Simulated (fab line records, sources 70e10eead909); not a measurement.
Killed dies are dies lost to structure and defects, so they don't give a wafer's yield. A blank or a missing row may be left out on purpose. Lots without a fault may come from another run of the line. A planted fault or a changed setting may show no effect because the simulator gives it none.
A struck lot beside a sound one | flow nand_harc | 27 steps out of a route of 1302
Sound: wafers L445.1, L445.4, L445.5. Struck: wafers L454.2, L454.3, L454.4. The cause comes at the end.
At each step with rows: each side's tool, then ch and its chambers, then its first start. Under that, the readings that differ: sound wafers | struck wafers | difference of the means | sigmas: that difference in standard deviations of wafers without a fault.
alike: readings whose means differ by less than 2 such deviations, and words and numbers that are the same on both sides. not compared: withheld readings, readings that some wafer has no value for, bounds like >300 that may hide the same value, and numbers for which the record gives no deviation and whose values overlap.
The two part at a step that has a row with sigmas, a row that says differs or no value, or rows on one side only. Numbers that don't overlap but have no deviation are shown without sigmas and don't part them. A reading that every wafer of one side lacks parts them only if that side has two wafers or more.

NHARC_P_ZERO_WELL_INSPECT_43:
  sound on defect_inspect-01, day 2 13:32; struck on defect_inspect-02, day 6 07:39
  reading          | sound    | struck  | difference | sigmas
  raw_defect_count | 30 20 14 | 5 12 10 | -12        | -2
then, 11 steps without rows for these wafers: NHARC_P_STI_ETCH_26 (etches SiO2 in dHF, target depth 11 nm); NHARC_P_STI_PRECLEAN_27 (cleans in SC1); NHARC_P_STI_SRD_28; NHARC_P_STI_OXIDE_29 (material SiO2, target thk 10 nm, ox time 1362 s); NHARC_P_STI_HM_DEP_30 (deposits Si3N4, target thk 80 nm, time 873 s); NHARC_P_STI_DEHYDRATE_01 (time 120 s); NHARC_P_STI_HMDS_02 (time 30 s); NHARC_P_STI_COAT_41 (time 65 s); NHARC_P_STI_COAT_03 (resist thk 600 nm); NHARC_P_STI_SOFTBAKE_04 (time 70 s); NHARC_P_STI_EBR_05.
NHARC_P_STI_EXPOSE_06: exposes mask P STI, target cd 200 nm.
  sound on krf_scanner-02 ch 0, day 3 07:28; struck on krf_scanner-03 ch 0, day 7 04:17
  reading | sound                   | struck                           | difference | sigmas
  mask    | P_STI#0 P_STI#0 P_STI#0 | P_STI_R1#0 P_STI_R1#0 P_STI_R1#0 | differs    |
then, 2 steps without rows for these wafers: NHARC_P_STI_PEB_07 (peb time 80 s); NHARC_P_STI_DEVELOP_08 (time 50 s).
NHARC_P_STI_CD_MEAS_09: target cd 200 nm.
  sound on cd_sem-01 ch 0, day 3 07:37; struck on cd_sem-03 ch 0, day 7 04:26
  reading    | sound             | struck            | difference | sigmas
  cd_nm (nm) | 198.9 199.2 200.9 | 210.2 211.4 212.5 | +11.7      | +7
NHARC_P_STI_OVL_MEAS_10:
  sound on overlay-02, day 3 07:42; struck on overlay-02, day 7 04:31
  reading           | sound    | struck   | difference | sigmas
  overlay_x_nm (nm) | -3 -3 -3 | 10 10 10 | +13        | +2
  alike: overlay_y_nm
NHARC_P_STI_INSPECT_11:
  sound on defect_inspect-01, day 3 07:44; struck on defect_inspect-02, day 7 04:33
  alike: raw_defect_count
then, 1 step without rows for these wafers: NHARC_P_STI_HARDBAKE_13 (time 65 s).
NHARC_P_STI_DESCUM_14: chemistry O2, time 3 s.
  sound on rie_diel-13 ch 1,2, day 3 07:53; struck on rie_diel-10 ch 1,2,3, day 7 04:41
  reading                | sound           | struck            | difference | sigmas
  model.P_STI.cd_nm (nm) | 199.4 199.8 201 | 210.8 211.7 213.1 | +11.8      |
  alike: chamber_pressure_mTorr, drypump_motor_current_A, oes_product_au, rf_vpp_V, showerhead_plenum_p_Torr, throttle_valve_pct
  not compared: rf_hours_counter_h
NHARC_P_STI_ETCH_42: etches the open film in N2/H2, target depth 80 nm, overetch 24 nm, time 61 s.
  sound on rie_diel-13 ch 0,1,3, day 3 07:59; struck on rie_diel-10 ch 0,1,3, day 7 04:46
  alike: bias_w, chamber_pressure_mTorr, drypump_motor_current_A, oes_product_au, rf_vpp_V, showerhead_plenum_p_Torr, throttle_valve_pct
  not compared: rf_hours_counter_h
NHARC_P_STI_ETCH_31: etches the open film in CF4/CHF3, target depth 108.9 nm, time 54.5 s.
  sound on rie_diel-13 ch 1,2,3; struck on rie_diel-10 ch 0,1,3
  reading               | sound             | struck            | difference | sigmas
  oes_product_au (a.u.) | 0.961 0.979 0.992 | 0.927 0.920 0.929 | -0.052     | -3
  alike: bias_w, chamber_pressure_mTorr, drypump_motor_current_A, rf_vpp_V, showerhead_plenum_p_Torr, throttle_valve_pct
  not compared: rf_hours_counter_h
NHARC_P_STI_ETCH_15: etches the open film in HBr/Cl2, target depth 300 nm, time 100.1 s.
  sound on rie_si-03 ch 1,3, day 3 08:10; struck on rie_si-01 ch 1,2,3, day 7 04:58
  reading                | sound           | struck            | difference | sigmas
  model.P_STI.cd_nm (nm) | 199.3 200 201.1 | 209.4 209.8 211.6 | +10.1      |
  alike: bias_w, chamber_pressure_mTorr, drypump_motor_current_A, oes_product_au, throttle_valve_pct
  not compared: rf_hours_counter_h
NHARC_P_STI_CD_MEAS_16:
  sound on cd_sem-03, day 3 08:19; struck on cd_sem-03, day 7 05:07
  reading    | sound             | struck            | difference | sigmas
  cd_nm (nm) | 199.3 200.3 201.0 | 209.2 210.2 211.5 | +10.1      | +5
NHARC_P_STI_OCD_MEAS_17:
  sound on ocd-01, day 3 08:25; struck on ocd-01, day 7 05:13
  reading                | sound             | struck            | difference | sigmas
  trench_foot_cd_nm (nm) | 157.0 156.7 158.3 | 168.3 169.6 171.4 | +12.4      | +7
  alike: trench_depth_nm
then, 1 step without rows for these wafers: NHARC_P_STI_STRIP_19 (strips in SPM, time 900 s).
-- the record jumps here: 22 days lie between the struck wafers' starts before and after (it left off in module P_STI and takes up again in module END, whose first step shown is number 1302 of the route) --
NHARC_END_SORT_01:
  sound on prober-01 ch 0, day 24 13:02; struck on prober-01 ch 0, day 29 10:29
  alike: killed_at_array, killed_at_other, killed_at_periphery, killed_dies, killed_open, killed_short

WHERE THEY PART
First at NHARC_P_ZERO_WELL_INSPECT_43; last, within this record, at NHARC_P_STI_OCD_MEAS_17. Later steps at which nothing parts them and some readings are alike: NHARC_END_SORT_01.

WHY: what the simulator had put in
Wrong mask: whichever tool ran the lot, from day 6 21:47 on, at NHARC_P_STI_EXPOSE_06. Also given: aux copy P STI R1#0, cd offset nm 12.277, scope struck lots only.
